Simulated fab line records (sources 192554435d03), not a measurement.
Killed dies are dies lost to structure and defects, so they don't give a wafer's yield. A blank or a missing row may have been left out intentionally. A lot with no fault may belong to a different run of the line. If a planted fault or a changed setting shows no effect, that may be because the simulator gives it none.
8D (eight disciplines) problem report, filled in by code -- flow n5-finfet -- the parts of the form that need people (team, actions taken, sign-off) are left out

## 1. THE PROBLEM
Wafers without a fault read 13, standard deviation 5.2; killed_at_M4_up at N5_PASSIVATION_PROBE_49 reads a mean of 1097 on 6 wafers belonging to 2 lots. So: +99 or more standard deviations from the usual mean.
First seen on wafer L760.2, day 14 13:32, on prober-01. Wafers with a number at this step in the record: 15, from 5 lots. Rule for "out", or "out of limits": more than 4 standard deviations from the usual mean. The other wafers with a number count as sound.

## 2. WHAT THIS IS AND IS NOT
question,is,is not
which readings at this step,"killed_at_M4_up, defect-limited-yield, killed-dies, killed-on-rim, sort_bin_5_function, sort-n-pass, sort-yield-pct","killed_at_M0_to_M3, killed-at-contacts, killed-at-other, killed-short, sort_bin_6_memory"
which lots,"L760, L763","L764, L766, L772"
which wafers of those lots,all that have a number,-
read on which tools,prober-01,prober-02
when,from day 14 13:32,"up to then (0 sound wafers); but 9 sound wafers of L764, L766, L772 came after"

## 3. THE SUSPECTS, EACH WITH WHAT RULES IT OUT
Counting: a tool at a process step up to the reading stays a suspect if it ran every lot that is out and no sound lot after the first of them.
- rie-diel-05 at N5_BEOL_M6_STRIP_36 (strips in N2/H2): ruled out as a lasting fault. Sound lots L764, L766 ran on it after its first lot that is out, L760 (day 10 23:55).
- rie-diel-05 at N5_BEOL_M6_ETCH_41 (etches SiCN in CH3F/O2, target depth 29.7 nm, time 52 s): ruled out as a lasting fault. Sound lots L764, L766 ran on it after its first lot that is out, L760 (day 14 13:32). Because N5_BEOL_M6_ETCH_41 lacks a start for some lots, the hours and order of its lots are taken from N5_PASSIVATION_PROBE_49.
- prober-01 at N5_PASSIVATION_PROBE_49: ruled out as a lasting fault. Sound lots L764 ran on it after its first lot that is out, L760 (day 14 13:32).
Left after counting: nothing in the record.

## 4. THE CAUSE (what the simulator had put in)
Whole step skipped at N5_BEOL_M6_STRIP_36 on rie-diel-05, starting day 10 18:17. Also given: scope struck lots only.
The count ruled it out by mistake, since the rule takes a fault to strike every lot its tool runs from the start of the fault on, and this one did not do so.

## 5. THE EFFECT CHAIN, in route order
Each row: a reading whose mean over the struck wafers that have a number lies more than 3 standard deviations from the usual. Scope: only readings with a usual standard deviation given in the record; hours: median across lots of the time from each lot's start at the first step in this table that gives one to its start at this step; sigmas: change in usual standard deviations.
hours,step,reading,usual,on struck wafers,change,sigmas
0,N5_PASSIVATION_PROBE_49,defect-limited-yield,91.3 %,0.0,-91.3,-61
0,N5_PASSIVATION_PROBE_49,killed_at_M4_up,13,1097,+1084,+99 or more
0,N5_PASSIVATION_PROBE_49,killed-dies,103,1180,+1077,+63
0,N5_PASSIVATION_PROBE_49,killed-on-rim,14,152,+138,+33
0,N5_PASSIVATION_PROBE_49,sort_bin_5_function,5.1 %,96.7,+91.6,+92
0,N5_PASSIVATION_PROBE_49,sort-n-pass,1077,0,-1077,-63
0,N5_PASSIVATION_PROBE_49,sort-yield-pct,91.3 %,0.0,-91.3,-61
It contains these process steps:
- N5_PASSIVATION_PROBE_49
Readings that are blank on the struck wafers while sound wafers have them: bias-power-w at N5_BEOL_M6_STRIP_36; chamber-pressure-mTorr at N5_BEOL_M6_STRIP_36; drypump-motor-current-A at N5_BEOL_M6_STRIP_36; oes-product-au at N5_BEOL_M6_STRIP_36; rf-vpp-V at N5_BEOL_M6_STRIP_36; showerhead-plenum-p-Torr at N5_BEOL_M6_STRIP_36; throttle-valve-pct at N5_BEOL_M6_STRIP_36.

## 6. WHAT WOULD HAVE CAUGHT IT SOONER
In this record the first reading out of limits was taken at day 14 13:32, 91 hours after the fault began at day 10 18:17.
At N5_BEOL_M6_STRIP_36 the tool's readings are blank on the struck wafers, where sound wafers have them: an empty tool record is the first sign, and it was there at once.
